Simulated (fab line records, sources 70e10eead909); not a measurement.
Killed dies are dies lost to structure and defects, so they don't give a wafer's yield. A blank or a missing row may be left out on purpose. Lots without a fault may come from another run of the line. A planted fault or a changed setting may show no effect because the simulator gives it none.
Which tool did it? | flow nand_harc | 7 lots, 21 wafers sampled, at 5 steps of a route of 1159

WHAT THE GAUGES READ, wafer by wafer
NHARC_P_M0_THK_MEAS_24: measures by xrf.
lot  | measured     | on            | thk_nm (nm)
L778 | day 6 16:47  | film_metro-02 | 115.9 114.6 119.6
L781 | day 6 19:48  | film_metro-01 | 117.4 118.1 118.2
L785 | day 8 04:31  | film_metro-02 | 396.4 394.7 392.1
L794 | day 10 06:28 | film_metro-02 | 117.8 115.4 117.4
L795 | day 10 14:23 | film_metro-02 | 117.1 118.2 117.3
L796 | day 11 02:20 | film_metro-01 | 119.3 118.7 117.5
L798 | day 11 12:10 | film_metro-02 | 117.0 116.4 115.6

WHICH TOOL RAN EACH LOT (tool, then ch and the chambers of the sampled wafers, then the start)
lot  | NHARC_P_CONTACT_ALD_22              | NHARC_P_M0_DEGAS_28          | NHARC_P_M0_ANNEAL_30             | NHARC_P_M0_CMP_23
L778 | ald_metal-03 ch 0,1,2, day 6 11:58  | pvd_sputter-02, day 6 15:23  | rtp_anneal-02 ch 0, day 6 16:07  | cmp-01 ch 0,1,3, day 6 16:29
L781 | ald_metal-04 ch 0,1,3, day 6 15:00  | pvd_sputter-02, day 6 18:19  | rtp_anneal-02 ch 0, day 6 19:10  | cmp-04 ch 0,1,2, day 6 19:32
L785 | ald_metal-02 ch 0,1, day 7 23:54    | pvd_sputter-03, day 8 03:04  | rtp_anneal-01 ch 0, day 8 03:50  | cmp-01 ch 1,2, day 8 04:11
L794 | ald_metal-02 ch 0,2,3, day 10 01:46 | pvd_sputter-03, day 10 05:03 | rtp_anneal-02 ch 0, day 10 05:51 | cmp-04 ch 0,1,3, day 10 06:08
L795 | ald_metal-02 ch 2,3, day 10 09:32   | pvd_sputter-02, day 10 12:43 | rtp_anneal-01 ch 0, day 10 13:43 | cmp-04 ch 2,3, day 10 14:04
L796 | ald_metal-02 ch 1,2,3, day 10 19:05 | pvd_sputter-02, day 11 00:56 | rtp_anneal-02 ch 0, day 11 01:40 | cmp-04 ch 0,1,3, day 11 02:01
L798 | ald_metal-02 ch 0,1, day 11 07:30   | pvd_sputter-03, day 11 10:46 | rtp_anneal-01 ch 0, day 11 11:34 | cmp-03 ch 0,2,3, day 11 11:53
- NHARC_P_CONTACT_ALD_22: deposits TiN, target thk 3 nm, pulse time 1 s, ald cycles 150.
- NHARC_P_M0_DEGAS_28: time 60 s.
- NHARC_P_M0_ANNEAL_30: time 90 s.
- NHARC_P_M0_CMP_23: polishes, t overpolish 20 s, target thk 117.53 nm.

THE ANSWER, worked out from the rows above alone
Rule: what is usual is taken from the lots themselves. Put in order of their means at a reading, lots are off if they are a third of the lots or fewer, leave a main group of 4 or more, and stand apart from it by a gap of 3 or more times the standard deviation of the main group's means; of several such gaps the widest counts. A main group whose means are all the same, to the digits that the tables above print for the reading, isn't used. A lot without any number at a reading at which 4 lots or more have one is off too. The other lots that the step has rows for count as sound.
Off: L785, at NHARC_P_M0_THK_MEAS_24 (thk_nm). The main group: mean 117.3 nm, standard deviation 0.75.
A tool fits if, at a process step before that reading, it ran every lot that is off, and no sound lot after the first of them. The gauges at NHARC_P_M0_THK_MEAS_24 are tried like those tools. One fits: cmp-01 at NHARC_P_M0_CMP_23. Its last sound lot is L778 (day 6 16:29), its first lot that is off L785 (day 8 04:11): a fault that began between those two fits.

WHAT THE SIMULATOR HAD PUT IN
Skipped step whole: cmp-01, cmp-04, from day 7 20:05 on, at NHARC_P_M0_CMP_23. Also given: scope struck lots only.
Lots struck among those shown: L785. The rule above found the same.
